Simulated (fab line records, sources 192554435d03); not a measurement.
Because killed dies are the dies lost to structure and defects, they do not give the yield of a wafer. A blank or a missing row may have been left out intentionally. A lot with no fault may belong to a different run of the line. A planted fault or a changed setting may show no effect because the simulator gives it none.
Matching of chambers	flow n5 finfet	rie diel-01 running N5_BEOL_M0_SAQP_ETCH_73: 4 sister chambers
The step etches SiARC in CF4, target depth 19.5 nm, time 32.5 s. 30 wafers are shown with their chamber, then 12 later ones without.

## EACH WAFER AND ITS CHAMBER
wafer	chamber	showerhead plenum p Torr (Torr)	drypump motor current A (A)	throttle valve pct (%)
L074.4	1	2.06	5.7	15.30
L074.5	2	2.09	4.9	15.29
L074.6	0	2.24	5.7	15.71
L075.1	1	2.06	5.8	15.31
L075.3	0	2.24	5.7	15.73
L075.6	1	2.06	5.8	15.30
L078.1	3	2.08	4.7	15.34
L078.3	2	2.09	5.0	15.32
L078.5	3	2.08	4.7	15.36
L079.2	2	2.09	4.9	15.32
L079.4	1	2.06	5.8	15.30
L079.5	2	2.09	4.9	15.34
L080.1	3	2.07	4.7	15.37
L080.4	2	2.09	5.0	15.32
L080.6	0	2.24	5.8	15.76
L081.3	1	2.06	5.7	15.32
L081.4	2	2.09	4.9	15.32
L081.5	0	2.23	5.7	15.76
L082.2	0	2.23	5.7	15.77
L082.3	3	2.07	4.7	15.36
L082.6	3	2.07	4.7	15.36
L086.1	2	2.09	4.9	15.35
L086.2	1	2.06	5.7	15.33
L086.6	3	2.07	4.7	15.39
L087.1	2	2.09	4.9	15.34
L087.2	0	2.23	5.7	15.78
L087.3	1	2.06	5.8	15.34
L088.1	3	2.07	4.7	15.36
L088.4	2	2.08	4.9	15.34
L088.5	2	2.08	5.0	15.37

SIGNATURES (averages over the wafers above)
reading	chamber 0	chamber 1	chamber 2	chamber 3	scatter within a chamber
showerhead plenum p Torr	2.2350	2.0600	2.0880	2.0729	0.00417
drypump motor current A	5.717	5.757	4.930	4.700	0.0423
throttle valve pct	15.7517	15.3143	15.3310	15.3629	0.0203
Rule: a wafer lies at a distance from a chamber equal to the root of the sum of squares, over the readings, of (its reading less the chamber's mean, divided by the reading's scatter). The wafer belongs to the nearest chamber; if the next one is less than 2 further off, it can't be placed. The scatter is the square root of a quotient: the sum, over the shown wafers, of each reading's squared deviation from its chamber's mean, divided by wafers minus chambers.

## WAFERS MISSING THEIR CHAMBER
wafer	showerhead plenum p Torr (Torr)	drypump motor current A (A)	throttle valve pct (%)
L089.1	2.07	4.6	15.39
L089.3	2.23	5.7	15.78
L089.6	2.07	4.7	15.41
L093.3	2.07	4.7	15.41
L093.4	2.05	5.8	15.35
L093.6	2.08	5.0	15.40
L095.1	2.22	5.7	15.81
L095.4	2.08	4.9	15.37
L095.5	2.22	5.8	15.81
L097.2	2.05	5.8	15.38
L097.3	2.08	4.9	15.40
L097.6	2.08	4.9	15.36

## CHAMBER TAKEN BY EACH
wafer	from the rows above	in truth
L089.1	3	3
L089.3	0	0
L089.6	3	3
L093.3	3	3
L093.4	1	1
L093.6	2	2
L095.1	0	0
L095.4	2	2
L095.5	0	0
L097.2	1	1
L097.3	can't be placed: 2 or 3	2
L097.6	2	2
Correctly placed: 11 of 12. Unplaceable from these rows: 1, with the true chamber sitting among the candidates in 1. Number placed wrongly: 0.
